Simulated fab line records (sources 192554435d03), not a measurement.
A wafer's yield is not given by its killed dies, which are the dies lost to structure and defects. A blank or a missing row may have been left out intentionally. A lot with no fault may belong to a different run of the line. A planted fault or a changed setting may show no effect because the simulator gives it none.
Which tool did it?    flow n5Finfet    Sampling: 10 lots, 30 wafers, 8 of 1938 route steps

== WHAT THE GAUGES SHOWED, per wafer ==
N5_DUMMY_GATE_CD_MEAS_24: the cd target is 15 nm.
lot   measured     on        cdNm (nm)
L668  day 3 01:08  cdSem-02  15.2 15.4 14.8
L670  day 3 18:29  cdSem-01  14.1 15.0 14.8
L672  day 3 23:33  cdSem-01  14.4 15.8 15.5
L673  day 4 08:35  cdSem-01  14.3 15.2 15.0
L676  day 5 07:28  cdSem-01  14.7 14.4 15.2
L684  day 6 23:19  cdSem-01  14.0 15.1 15.4
L685  day 7 10:22  cdSem-02  15.0 14.8 15.0
L686  day 7 10:04  cdSem-01  14.2 14.6 14.7
L688  day 8 01:27  cdSem-01  15.0 15.2 15.2
L691  day 8 19:46  cdSem-01  15.4 14.6 15.0

N5_DUMMY_GATE_INSPECT_27: inspects for defects (brightfield).
lot   measured     on                rawDefectCount
L668  day 3 01:28  defectInspect-01  237 229 233
L670  day 3 18:46  defectInspect-02  208 215 245
L672  day 3 23:50  defectInspect-02  426 327 264
L673  day 4 09:13  defectInspect-01  230 313 229
L676  day 5 07:58  defectInspect-02  206 276 335
L684  day 6 23:52  defectInspect-02  723 792 813
L685  day 7 10:40  defectInspect-02  940 848 928
L686  day 7 10:23  defectInspect-02  397 249 315
L688  day 8 01:46  defectInspect-02  201 288 265
L691  day 8 20:04  defectInspect-01  198 290 287

N5_SPACER0_INSPECT_04: inspects for defects (darkfield).
lot   measured     on                rawDefectCount
L668  day 3 02:04  defectInspect-01  100 105 122
L670  day 3 19:34  defectInspect-02  118 126 118
L672  day 4 00:26  defectInspect-01  197 164 108
L673  day 4 09:49  defectInspect-02  152 188 133
L676  day 5 08:35  defectInspect-01  117 142 152
L684  day 7 00:28  defectInspect-01  590 635 638
L685  day 7 11:16  defectInspect-01  696 668 706
L686  day 7 10:59  defectInspect-01  201 149 135
L688  day 8 02:22  defectInspect-01  101 143 132
L691  day 8 21:17  defectInspect-01  92 129 112

N5_SD_EPI_N_INSPECT_11: inspects for defects (macro).
lot   measured     on                rawDefectCount
L668  day 3 02:31  defectInspect-02  2 3 3
L670  day 3 19:56  defectInspect-02  1 1 3
L672  day 4 00:53  defectInspect-01  1 4 1
L673  day 4 10:17  defectInspect-01  5 1 1
L676  day 5 09:02  defectInspect-01  4 2 5
L684  day 7 00:56  defectInspect-01  >300 >300 >300
L685  day 7 11:43  defectInspect-02  >300 >300 >300
L686  day 7 11:26  defectInspect-01  6 1 0
L688  day 8 02:50  defectInspect-01  5 1 5
L691  day 8 21:37  defectInspect-01  0 3 1

N5_SD_EPI_N_INSPECT_26: inspects for defects (darkfield).
lot   measured     on                rawDefectCount
L668  day 3 07:04  defectInspect-02  188 178 167
L670  day 4 00:39  defectInspect-01  212 224 200
L672  day 4 05:37  defectInspect-01  290 254 193
L673  day 4 15:07  defectInspect-01  237 303 252
L676  day 5 13:27  defectInspect-01  174 222 204
L684  day 7 06:40  defectInspect-02  686 678 762
L685  day 7 17:33  defectInspect-01  745 793 766
L686  day 7 15:28  defectInspect-02  261 231 192
L688  day 8 07:51  defectInspect-02  167 193 191
L691  day 9 02:57  defectInspect-02  155 222 159

== EACH LOT AND THE TOOL THAT RAN IT (in order: tool; ch and the chambers of the sampled wafers; start) ==
lot   N5_STI_FIN_REVEAL_OXIDATION_33      N5_DUMMY_GATE_ETCH_36             N5_SPACER0_ALD_08
L668  plasmaAsher-01 ch 1, day 2 14:56    rieDiel-04 ch 0,2, day 3 00:22    aldSin-02 ch 1,2, day 3 01:55
L670  plasmaAsher-01 ch 0,1, day 3 04:11  rieDiel-02 ch 0,1,2, day 3 17:43  aldSin-02 ch 2,3, day 3 19:25
L672  plasmaAsher-01 ch 0,1, day 3 13:45  rieDiel-02 ch 0,1,2, day 3 22:47  aldSin-04 ch 0,1,2, day 4 00:17
L673  plasmaAsher-02 ch 0,1, day 3 19:10  rieDiel-02 ch 0,3, day 4 07:37    aldSin-01 ch 0,1,2, day 4 09:39
L676  plasmaAsher-02 ch 0,1, day 4 12:25  rieDiel-02 ch 0,1,2, day 5 06:04  aldSin-01 ch 0,1, day 5 08:25
L684  plasmaAsher-01 ch 0,1, day 6 13:15  rieDiel-02 ch 2,3, day 6 22:34    aldSin-01 ch 0,1, day 7 00:19
L685  plasmaAsher-01 ch 0,1, day 6 18:49  rieDiel-02 ch 1,2,3, day 7 09:31  aldSin-02 ch 0,2,3, day 7 11:07
L686  plasmaAsher-01 ch 0,1, day 7 00:10  rieDiel-05 ch 0,3, day 7 09:18    aldSin-01 ch 0,1,3, day 7 10:50
L688  plasmaAsher-01 ch 0,1, day 7 14:53  rieDiel-05 ch 0,2, day 8 00:41    aldSin-04 ch 0,2, day 8 02:13
L691  plasmaAsher-01 ch 0,1, day 8 07:55  rieDiel-04 ch 0,2,3, day 8 19:01  aldSin-02 ch 1,2, day 8 21:08
- N5_STI_FIN_REVEAL_OXIDATION_33: chemistry O2 PLASMA REMOTE, time 20 s.
- N5_DUMMY_GATE_ETCH_36: etches SiARC in CF4, target depth 13 nm.
- N5_SPACER0_ALD_08: deposits SiNx, target thk 2 nm.

== AS READ BY THE TOOLS THEMSELVES (means over the sampled wafers that have a number; for cases with no such wafer, the mark the record gives instead) ==
N5_STI_FIN_REVEAL_OXIDATION_33.
lot   tool            drypumpMotorCurrentA (A)  heaterPowerW (W)  o2FlowSccm (sccm)  tempC (C)
L668  plasmaAsher-01  4.9                       145               3008               149.84
L670  plasmaAsher-01  4.9                       156               3007               150.04
L672  plasmaAsher-01  4.9                       156               2991               149.92
L673  plasmaAsher-02  5.5                       125               2987               149.94
L676  plasmaAsher-02  5.5                       127               2999               150.08
L684  plasmaAsher-01  4.9                       155               2996               149.96
L685  plasmaAsher-01  4.9                       146               2998               150.15
L686  plasmaAsher-01  4.9                       148               2993               150.03
L688  plasmaAsher-01  4.9                       151               3005               150.08
L691  plasmaAsher-01  4.9                       153               3001               149.88

N5_DUMMY_GATE_ETCH_36.
lot   tool        cf4FlowSccm (sccm)  drypumpMotorCurrentA (A)  oesProductAu (a.u.)  rfVppV (V)  showerheadPlenumPTorr (Torr)  throttleValvePct (%)
L668  rieDiel-04  100.15              5.0                       0.82                 183.9       2.12                          15.42
L670  rieDiel-02  100.12              5.9                       0.74                 184.6       2.17                          15.85
L672  rieDiel-02  99.96               5.8                       0.74                 184.8       2.17                          15.85
L673  rieDiel-02  100.37              5.6                       0.90                 185.4       2.23                          15.44
L676  rieDiel-02  99.90               5.8                       0.73                 183.9       2.17                          15.88
L684  rieDiel-02  100.00              5.5                       0.77                 184.2       2.18                          15.83
L685  rieDiel-02  99.97               5.6                       0.78                 185.3       2.20                          15.76
L686  rieDiel-05  100.25              5.7                       0.71                 184.4       2.14                          15.92
L688  rieDiel-05  99.93               6.2                       0.78                 184.4       2.17                          15.67
L691  rieDiel-04  99.81               5.1                       0.87                 185.0       2.20                          15.21

N5_SPACER0_ALD_08.
lot   tool       heaterPowerW (W)
L668  aldSin-02  904
L670  aldSin-02  806
L672  aldSin-04  869
L673  aldSin-01  789
L676  aldSin-01  752
L684  aldSin-01  765
L685  aldSin-02  814
L686  aldSin-01  730
L688  aldSin-04  865
L691  aldSin-02  920

== THE ANSWER, worked out from the rows above alone ==
Rule: the usual values come from the lots themselves. Put in order of their means at a reading, lots are off if they are a third of the lots or fewer, leave a main group of 4 or more, and stand apart from it by a gap of 3 or more times the standard deviation of the main group's means; of several such gaps the widest counts. A main group whose means are all the same, to the digits that the tables above print for the reading, isn't used. Also off: a lot with no number at a reading for which 4 or more lots have one. All remaining lots with rows at the step are treated as sound. The gauges are gone through in route order, then the tools' own readings, and for those a lot's mean is taken as printed above. The first step at which some lot is off is used, and at that step the reading that is off furthest; a lot without a number counts as furthest.
Off, at N5_DUMMY_GATE_INSPECT_27 on rawDefectCount: L684, L685. Mean 269 and standard deviation 38 in the main group.
If a tool, at a process step before that reading, ran all the lots that are off and no sound lot after the first of them, it fits. Not tried: the gauges at N5_DUMMY_GATE_INSPECT_27; whatever is off there is also off at N5_SPACER0_INSPECT_04, on other tools, and gauge error can't account for it. One fits: rieDiel-02 at N5_DUMMY_GATE_ETCH_36. A fault onset in the window from L676 (day 5 06:04, its last sound lot) to L684 (day 6 22:34, its first lot off) fits.

== WHAT HAD BEEN PUT IN BY THE SIMULATOR ==
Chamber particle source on rieDiel-02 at N5_DUMMY_GATE_ETCH_36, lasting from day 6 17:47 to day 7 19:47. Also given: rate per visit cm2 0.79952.
Struck lots among those shown: L684, L685. Same finding as the rule above.
